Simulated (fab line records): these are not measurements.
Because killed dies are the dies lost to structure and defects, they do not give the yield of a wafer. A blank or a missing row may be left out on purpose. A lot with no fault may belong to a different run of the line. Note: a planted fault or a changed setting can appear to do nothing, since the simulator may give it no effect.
Chamber matching + flow n5_finfet + rie_diel-04 running N5_BEOL_M5_STRIP_19: 4 sister chambers
The step strips in O2. 22 wafers are shown with their chamber, then 11 later ones without.

EACH WAFER AND ITS CHAMBER
| wafer  | chamber | showerhead_plenum_p_Torr (Torr) | drypump_motor_current_A (A) | throttle_valve_pct (%) |
|--------|---------|---------------------------------|-----------------------------|------------------------|
| L076.3 | 3       | 2.09                            | 5.9                         | 17.21                  |
| L076.4 | 1       | 2.05                            | 6.1                         | 16.38                  |
| L076.6 | 2       | 2.18                            | 5.7                         | 16.44                  |
| L078.1 | 3       | 2.09                            | 6.0                         | 17.23                  |
| L078.3 | 1       | 2.05                            | 6.1                         | 16.38                  |
| L078.6 | 0       | 2.00                            | 4.7                         | 16.94                  |
| L081.2 | 3       | 2.09                            | 6.0                         | 17.23                  |
| L081.5 | 2       | 2.18                            | 5.8                         | 16.48                  |
| L081.6 | 1       | 2.05                            | 6.1                         | 16.39                  |
| L085.2 | 0       | 2.00                            | 4.7                         | 16.96                  |
| L085.4 | 1       | 2.05                            | 6.1                         | 16.42                  |
| L085.5 | 3       | 2.08                            | 5.9                         | 17.25                  |
| L088.1 | 3       | 2.08                            | 5.9                         | 17.25                  |
| L088.3 | 1       | 2.05                            | 6.1                         | 16.41                  |
| L088.5 | 3       | 2.08                            | 5.9                         | 17.26                  |
| L089.1 | 1       | 2.05                            | 6.1                         | 16.41                  |
| L089.5 | 0       | 2.00                            | 4.7                         | 16.99                  |
| L089.6 | 3       | 2.08                            | 6.0                         | 17.26                  |
| L091.1 | 2       | 2.17                            | 5.8                         | 16.52                  |
| L091.2 | 3       | 2.08                            | 5.9                         | 17.25                  |
| L091.6 | 2       | 2.17                            | 5.7                         | 16.52                  |
| L092.1 | 3       | 2.08                            | 6.0                         | 17.27                  |

SIGNATURES (averages over the wafers above)
| reading                  | chamber 0 | chamber 1 | chamber 2 | chamber 3 | scatter within a chamber |
|--------------------------|-----------|-----------|-----------|-----------|--------------------------|
| showerhead_plenum_p_Torr | 2.0000    | 2.0500    | 2.1750    | 2.0833    | 0.00408                  |
| drypump_motor_current_A  | 4.700     | 6.100     | 5.750     | 5.944     | 0.0423                   |
| throttle_valve_pct       | 16.9633   | 16.3983   | 16.4900   | 17.2456   | 0.0235                   |
Rule: for each reading, subtract the chamber's mean from the wafer's reading, divide by that reading's scatter and square the result; add these up over the readings and take the root, which gives the wafer's distance from the chamber. The wafer belongs to the nearest chamber; if the next one is less than 2 further off, it can't be placed. The scatter is the square root of a quotient: the sum, over the shown wafers, of each reading's squared deviation from its chamber's mean, divided by wafers minus chambers.

WAFERS MISSING THEIR CHAMBER
| wafer  | showerhead_plenum_p_Torr (Torr) | drypump_motor_current_A (A) | throttle_valve_pct (%) |
|--------|---------------------------------|-----------------------------|------------------------|
| L092.3 | 2.00                            | 4.7                         | 16.98                  |
| L092.4 | 2.17                            | 5.7                         | 16.52                  |
| L094.1 | 1.99                            | 4.7                         | 17.00                  |
| L094.2 | 2.17                            | 5.7                         | 16.53                  |
| L094.3 | 2.04                            | 6.1                         | 16.43                  |
| L095.2 | 2.17                            | 5.7                         | 16.54                  |
| L095.3 | 1.99                            | 4.7                         | 16.99                  |
| L095.5 | 1.99                            | 4.7                         | 17.00                  |
| L097.1 | 2.08                            | 5.9                         | 16.83                  |
| L097.3 | 2.16                            | 5.7                         | 16.55                  |
| L097.5 | 1.99                            | 4.7                         | 17.00                  |

THE CHAMBER EACH PASSED THROUGH
| wafer  | from the rows above | in truth |
|--------|---------------------|----------|
| L092.3 | 0                   | 0        |
| L092.4 | 2                   | 2        |
| L094.1 | 0                   | 0        |
| L094.2 | 2                   | 2        |
| L094.3 | 1                   | 1        |
| L095.2 | 2                   | 2        |
| L095.3 | 0                   | 0        |
| L095.5 | 0                   | 0        |
| L097.1 | 3                   | 3        |
| L097.3 | 2                   | 2        |
| L097.5 | 0                   | 0        |
Correctly placed: 11 of 11. Can't be placed from these rows: 0. Placed wrongly: 0.
